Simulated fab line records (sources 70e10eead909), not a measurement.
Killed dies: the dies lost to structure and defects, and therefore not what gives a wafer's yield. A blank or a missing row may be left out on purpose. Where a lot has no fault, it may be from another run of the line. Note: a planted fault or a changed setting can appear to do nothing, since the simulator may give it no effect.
Matching of chambers :: flow nand-harc :: NHARC_A_CHANNEL_FILL_D2_CMP_10 on cmp-01 has 4 sister chambers
The step polishes, target thk 150 nm. 8 wafers are shown with their chamber, then 10 later ones without.

== WAFERS WITH THEIR CHAMBER ==
wafer: L083.3
chamber: 2
motor-current-A (A): 11.1
time-to-endpoint-s (s): 17.7

wafer: L086.1
chamber: 1
motor-current-A (A): 10.5
time-to-endpoint-s (s): 11.3

wafer: L086.5
chamber: 0
motor-current-A (A): 11.5
time-to-endpoint-s (s): 16.1

wafer: L088.4
chamber: 0
motor-current-A (A): 11.7
time-to-endpoint-s (s): 16.9

wafer: L088.5
chamber: 2
motor-current-A (A): 11.2
time-to-endpoint-s (s): 18.5

wafer: L088.6
chamber: 3
motor-current-A (A): 12.5
time-to-endpoint-s (s): 16.7

wafer: L090.1
chamber: 3
motor-current-A (A): 12.5
time-to-endpoint-s (s): 14.5

wafer: L090.2
chamber: 1
motor-current-A (A): 10.4
time-to-endpoint-s (s): 14.0

== WAFERS WHOSE CHAMBER IS MISSING ==
wafer: L090.6
motor-current-A (A): 12.4
time-to-endpoint-s (s): 17.1

wafer: L092.1
motor-current-A (A): 11.4
time-to-endpoint-s (s): 17.9

wafer: L092.4
motor-current-A (A): 12.5
time-to-endpoint-s (s): 17.1

wafer: L092.5
motor-current-A (A): 10.8
time-to-endpoint-s (s): 17.8

wafer: L094.2
motor-current-A (A): 11.9
time-to-endpoint-s (s): 13.1

wafer: L094.3
motor-current-A (A): 10.7
time-to-endpoint-s (s): 15.0

wafer: L094.5
motor-current-A (A): 11.8
time-to-endpoint-s (s): 14.7

wafer: L096.2
motor-current-A (A): 12.1
time-to-endpoint-s (s): 12.8

wafer: L096.4
motor-current-A (A): 11.6
time-to-endpoint-s (s): 15.5

wafer: L096.5
motor-current-A (A): 10.5
time-to-endpoint-s (s): 11.5

== CHAMBER TAKEN BY EACH ==
wafer: L090.6
from the rows above: 3
in truth: 3

wafer: L092.1
from the rows above: can't be placed: 0 or 2
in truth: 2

wafer: L092.4
from the rows above: 3
in truth: 3

wafer: L092.5
from the rows above: can't be placed: 2 or 1
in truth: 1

wafer: L094.2
from the rows above: 0
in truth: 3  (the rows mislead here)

wafer: L094.3
from the rows above: 1
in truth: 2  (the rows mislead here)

wafer: L094.5
from the rows above: 0
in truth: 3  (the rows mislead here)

wafer: L096.2
from the rows above: can't be placed: 3 or 0
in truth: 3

wafer: L096.4
from the rows above: 0
in truth: 0

wafer: L096.5
from the rows above: 1
in truth: 1
Placed correctly: 4 of 10. Cannot be placed on the basis of these rows: 3; the candidates contain the true chamber in 3. 3 placed wrongly.
How it was worked out, from the rows above alone: a wafer's distance from a chamber is the root of the sum, over the readings, of the square of ((its reading less the chamber's mean) divided by the reading's scatter). If the next closest chamber is less than 2 further off than the closest, the wafer can't be placed; otherwise it belongs to the closest. The mean given for a chamber averages the wafers shown for that chamber. The scatter: the root of (the sum of the squares of (reading less its chamber's mean) over the shown wafers, divided by (wafers less chambers)).
